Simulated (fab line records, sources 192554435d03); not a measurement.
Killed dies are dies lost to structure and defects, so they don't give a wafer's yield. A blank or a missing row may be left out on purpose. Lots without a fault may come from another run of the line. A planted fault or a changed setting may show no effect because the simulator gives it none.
Which tool did it? | flow n5_finfet | 10 lots, 27 wafers sampled, at 6 steps of a route of 1938

WHAT THE GAUGES READ, wafer by wafer
N5_STI_FIN_REVEAL_FIN_H_MEAS_10. Usual: trench_depth_nm 52.0 nm, standard deviation 0.66.
lot  | measured    | on     | trench_depth_nm (nm) | flag
L358 | day 2 13:17 | ocd-01 | 52.0 53.6            |
L360 | day 3 00:25 | ocd-01 | 51.6 51.3            |
L363 | day 3 19:05 | ocd-01 | 50.7 51.0 52.7       |
L364 | day 4 00:47 | ocd-02 | 52.2 51.9 51.8       |
L366 | day 4 12:37 | ocd-02 | 50.8 51.5            |
L367 | day 4 18:50 | ocd-02 | 51.6 53.0 51.8       |
L370 | day 5 13:23 | ocd-02 | 52.0 50.7 52.1       |
L372 | day 6 01:38 | ocd-02 | 52.7 51.2 51.5       |
L374 | day 6 11:44 | ocd-02 | 57.1 53.0 56.8       | OFF
L377 | day 7 08:01 | ocd-01 | 56.9 52.2 56.4       | OFF

N5_STI_FIN_REVEAL_INSPECT_13: inspects for defects (darkfield). Usual: raw_defect_count 11, standard deviation 5.
lot  | measured    | on                | raw_defect_count | flag
L358 | day 2 13:22 | defect_inspect-02 | 24 17            |
L360 | day 3 00:32 | defect_inspect-01 | 9 3              |
L363 | day 3 19:11 | defect_inspect-02 | 24 16 9          |
L364 | day 4 00:53 | defect_inspect-01 | 6 8 10           |
L366 | day 4 12:42 | defect_inspect-02 | 18 5             |
L367 | day 4 18:56 | defect_inspect-01 | 5 7 4            |
L370 | day 5 13:29 | defect_inspect-01 | 19 6 14          |
L372 | day 6 01:43 | defect_inspect-02 | 12 7 13          |
L374 | day 6 11:49 | defect_inspect-01 | 22 11 18         |
L377 | day 7 08:07 | defect_inspect-02 | 8 13 9           |

N5_BEOL_M4_RC_MEAS_101. Usual: DIBL_N 36.3 mV/V, standard deviation 1.6; DIBL_P 36.2 mV/V, standard deviation 2.1; IOFF_N 0.16 nA/um, standard deviation 0.031; IOFF_P 0.21 nA/um, standard deviation 0.034; ION_N 673 uA/um, standard deviation 11; ION_P 461 uA/um, standard deviation 7.4; SS_N 71.6 mV/dec, standard deviation 0.55; SS_P 73.3 mV/dec, standard deviation 0.66; VT_N 251 mV, standard deviation 3.2; VT_P -251 mV, standard deviation 3.5.
lot  | measured     | on        | DIBL_N (mV/V)  | DIBL_P (mV/V)  | IOFF_N (nA/um) | IOFF_P (nA/um) | ION_N (uA/um) | ION_P (uA/um) | SS_N (mV/dec)  | SS_P (mV/dec)  | VT_N (mV)   | VT_P (mV)      | flag
L358 | day 7 13:00  | prober-02 | 36.6 34.4      | 35.7 33.3      | 0.16 0.13      | 0.23 0.19      | 678 683       | 469 473       | 72.4 71.6      | 73.7 73.3      | 250 252     | -252 -250      |
L360 | day 7 19:15  | prober-02 | 33.4 35.0      | 33.4 36.1      | 0.12 0.15      | 0.15 0.20      | 664 661       | 452 453       | 70.8 71.6      | 72.9 73.3      | 258 249     | -254 -251      |
L363 | day 8 20:27  | prober-01 | 34.0 35.5 32.7 | 34.1 35.7 32.4 | 0.12 0.15 0.11 | 0.20 0.21 0.18 | 665 666 669   | 465 461 468   | 70.5 70.8 70.6 | 73.1 73.2 72.9 | 253 251 256 | -249 -247 -252 |
L364 | day 9 00:52  | prober-01 | 39.4 39.9 40.0 | 39.1 40.1 39.6 | 0.25 0.24 0.26 | 0.27 0.28 0.28 | 681 683 683   | 460 461 464   | 72.0 72.9 72.5 | 74.2 74.2 73.5 | 244 245 246 | -247 -247 -248 |
L366 | day 9 17:47  | prober-01 | 34.9 35.7      | 32.9 33.0      | 0.12 0.14      | 0.18 0.19      | 653 677       | 457 462       | 71.0 70.8      | 73.2 72.8      | 255 251     | -252 -253      |
L367 | day 9 14:40  | prober-02 | 34.8 36.3 37.1 | 35.7 37.0 38.3 | 0.14 0.16 0.18 | 0.18 0.19 0.22 | 652 679 665   | 452 461 455   | 70.9 71.2 71.7 | 72.8 73.4 74.2 | 247 250 246 | -252 -254 -250 |
L370 | day 10 13:17 | prober-02 | 34.2 36.8 36.3 | 36.2 39.3 38.6 | 0.13 0.18 0.17 | 0.19 0.24 0.24 | 672 669 689   | 466 461 475   | 70.9 72.6 71.2 | 72.7 73.5 74.0 | 253 246 247 | -252 -248 -247 |
L372 | day 11 05:43 | prober-01 | 36.4 35.1 38.9 | 38.2 35.3 40.0 | 0.18 0.15 0.22 | 0.25 0.19 0.27 | 687 670 682   | 474 457 467   | 71.8 71.4 72.6 | 73.9 73.2 74.5 | 246 249 246 | -248 -250 -250 |
L374 | day 11 05:26 | prober-02 | 36.3 33.8 34.7 | 37.9 33.8 36.0 | 0.18 0.12 0.16 | 0.26 0.20 0.23 | 730 680 728   | 507 476 503   | 71.6 70.7 71.2 | 72.7 72.2 72.9 | 244 252 246 | -241 -248 -244 | OFF
L377 | day 12 04:56 | prober-01 | 35.5 36.2 34.1 | 36.3 36.8 34.0 | 0.15 0.15 0.12 | 0.20 0.20 0.16 | 707 665 711   | 494 460 483   | 72.1 71.2 71.1 | 73.4 73.7 72.8 | 250 251 255 | -249 -251 -253 |

WHICH TOOL RAN EACH LOT (tool, then ch and the chambers of the sampled wafers, then the start)
lot  | N5_STI_FIN_REVEAL_ALD_14         | N5_STI_FIN_REVEAL_STRIP_24        | N5_STI_FIN_REVEAL_RECESS_09
L358 | ald_sin-02 ch 0,2, day 2 04:11   | rie_diel-04 ch 0,1, day 2 09:52   | vapor_etch-01 ch 0,1, day 2 10:05
L360 | ald_sin-01 ch 2,3, day 2 15:38   | rie_diel-06 ch 1,2, day 2 21:15   | vapor_etch-01 ch 0,1, day 2 21:28
L363 | ald_sin-01 ch 2,3, day 3 09:55   | rie_diel-04 ch 0,1,2, day 3 16:11 | vapor_etch-02 ch 0,1, day 3 16:55
L364 | ald_sin-02 ch 0,1,3, day 3 15:35 | rie_diel-06 ch 1,3, day 3 21:52   | vapor_etch-01 ch 0,1, day 3 22:05
L366 | ald_sin-03 ch 1,2, day 4 03:46   | rie_diel-06 ch 1,3, day 4 09:41   | vapor_etch-01 ch 0, day 4 09:55
L367 | ald_sin-03 ch 0,2,3, day 4 10:18 | rie_diel-06 ch 0,1,3, day 4 15:58 | vapor_etch-02 ch 0,1, day 4 16:39
L370 | ald_sin-03 ch 0,2,3, day 5 04:46 | rie_diel-06 ch 0,3, day 5 10:26   | vapor_etch-01 ch 0,1, day 5 10:41
L372 | ald_sin-02 ch 0,1,2, day 5 17:05 | rie_diel-04 ch 0,1,2, day 5 22:43 | vapor_etch-02 ch 0,1, day 5 22:56
L374 | ald_sin-02 ch 0,2,3, day 6 03:10 | rie_diel-04 ch 0,1, day 6 08:49   | vapor_etch-01 ch 0,1, day 6 09:02
L377 | ald_sin-02 ch 0,3, day 6 23:17   | rie_diel-02 ch 2,3, day 7 05:06   | vapor_etch-01 ch 0,1, day 7 05:19
- N5_STI_FIN_REVEAL_ALD_14: deposits Si3N4, target thk 3 nm.
- N5_STI_FIN_REVEAL_STRIP_24: strips in N2/H2, time 90 s.
- N5_STI_FIN_REVEAL_RECESS_09: chemistry HF/NH3, target SiO2, afs cycles 11, target depth 42.5 nm, sublimation time 60 s.

WHAT THE TOOLS THEMSELVES READ (means of the sampled wafers that have a number; where no wafer has one, the mark that the record gives instead)
N5_STI_FIN_REVEAL_ALD_14. Usual: chamber_pressure_Torr 1.999 Torr, standard deviation 0.0046; heater_power_w 872 W, standard deviation 87; susceptor_temp_C 400.02 C, standard deviation 0.22.
lot  | tool       | chamber_pressure_Torr (Torr) | heater_power_w (W) | susceptor_temp_C (C) | flag
L358 | ald_sin-02 | 2.000                        | 840                | 400.03               |
L360 | ald_sin-01 | 2.004                        | 708                | 400.00               |
L363 | ald_sin-01 | 2.003                        | 703                | 400.06               |
L364 | ald_sin-02 | 2.002                        | 876                | 400.06               |
L366 | ald_sin-03 | 2.001                        | 916                | 400.14               |
L367 | ald_sin-03 | 1.996                        | 944                | 400.10               |
L370 | ald_sin-03 | 1.997                        | 955                | 400.30               |
L372 | ald_sin-02 | 2.003                        | 833                | 400.04               |
L374 | ald_sin-02 | 2.002                        | 859                | 400.21               |
L377 | ald_sin-02 | 1.999                        | 875                | 399.96               |

N5_STI_FIN_REVEAL_STRIP_24. Usual: drypump_motor_current_A 5.8 A, standard deviation 0.41; oes_product_au 0.79 a.u., standard deviation 0.09; rf_vpp_V 45.3 V, standard deviation 0.78; showerhead_plenum_p_Torr 3.37 Torr, standard deviation 0.095; throttle_valve_pct 12.29 %, standard deviation 0.22.
lot  | tool        | drypump_motor_current_A (A) | oes_product_au (a.u.) | rf_vpp_V (V) | showerhead_plenum_p_Torr (Torr) | throttle_valve_pct (%) | flag
L358 | rie_diel-04 | 5.8                         | 0.92                  | 45.2         | 3.37                            | 11.97                  |
L360 | rie_diel-06 | 5.7                         | 0.72                  | 46.0         | 3.34                            | 12.45                  |
L363 | rie_diel-04 | 6.0                         | 0.85                  | 45.7         | 3.32                            | 12.07                  |
L364 | rie_diel-06 | 6.1                         | 0.71                  | 45.6         | 3.42                            | 12.57                  |
L366 | rie_diel-06 | 6.0                         | 0.71                  | 44.9         | 3.40                            | 12.61                  |
L367 | rie_diel-06 | 6.0                         | 0.70                  | 45.0         | 3.41                            | 12.54                  |
L370 | rie_diel-06 | 5.9                         | 0.68                  | 45.2         | 3.41                            | 12.52                  |
L372 | rie_diel-04 | 6.0                         | 0.83                  | 44.9         | 3.31                            | 12.13                  |
L374 | rie_diel-04 | 5.9                         | 0.84                  | 45.7         | 3.32                            | 12.05                  |
L377 | rie_diel-02 | 5.5                         | 0.81                  | 45.4         | 3.49                            | 12.11                  |

N5_STI_FIN_REVEAL_RECESS_09. Usual: drypump_motor_current_A 5.86 A, standard deviation 0.26.
lot  | tool          | drypump_motor_current_A (A) | flag
L358 | vapor_etch-01 | 5.92                        |
L360 | vapor_etch-01 | 5.93                        |
L363 | vapor_etch-02 | 5.83                        |
L364 | vapor_etch-01 | 6.06                        |
L366 | vapor_etch-01 | 5.54                        |
L367 | vapor_etch-02 | 5.81                        |
L370 | vapor_etch-01 | 6.05                        |
L372 | vapor_etch-02 | 5.83                        |
L374 | vapor_etch-01 | 6.04                        |
L377 | vapor_etch-01 | 6.05                        |

THE ANSWER, worked out from the rows above alone
Rule: a lot is off if the mean of its wafers that have a number lies more than 3 standard deviations from the usual mean. A lot without any number at a reading at which 4 lots or more have one is off too. The other lots that the step has rows for count as sound. The gauges are gone through in route order, then the tools' own readings, and for those a lot's mean is taken as printed above. The first step at which some lot is off is used, and at that step the reading that is off furthest; a lot without a number counts as furthest.
Off: L374, L377, at N5_STI_FIN_REVEAL_FIN_H_MEAS_10 (trench_depth_nm).
A tool fits if, at a process step before that reading, it ran every lot that is off, and no sound lot after the first of them. The gauges at N5_STI_FIN_REVEAL_FIN_H_MEAS_10 are tried like those tools. Can't be told from this: 2 tools fit, ald_sin-02 at N5_STI_FIN_REVEAL_ALD_14, vapor_etch-01 at N5_STI_FIN_REVEAL_RECESS_09.

WHAT THE SIMULATOR HAD PUT IN
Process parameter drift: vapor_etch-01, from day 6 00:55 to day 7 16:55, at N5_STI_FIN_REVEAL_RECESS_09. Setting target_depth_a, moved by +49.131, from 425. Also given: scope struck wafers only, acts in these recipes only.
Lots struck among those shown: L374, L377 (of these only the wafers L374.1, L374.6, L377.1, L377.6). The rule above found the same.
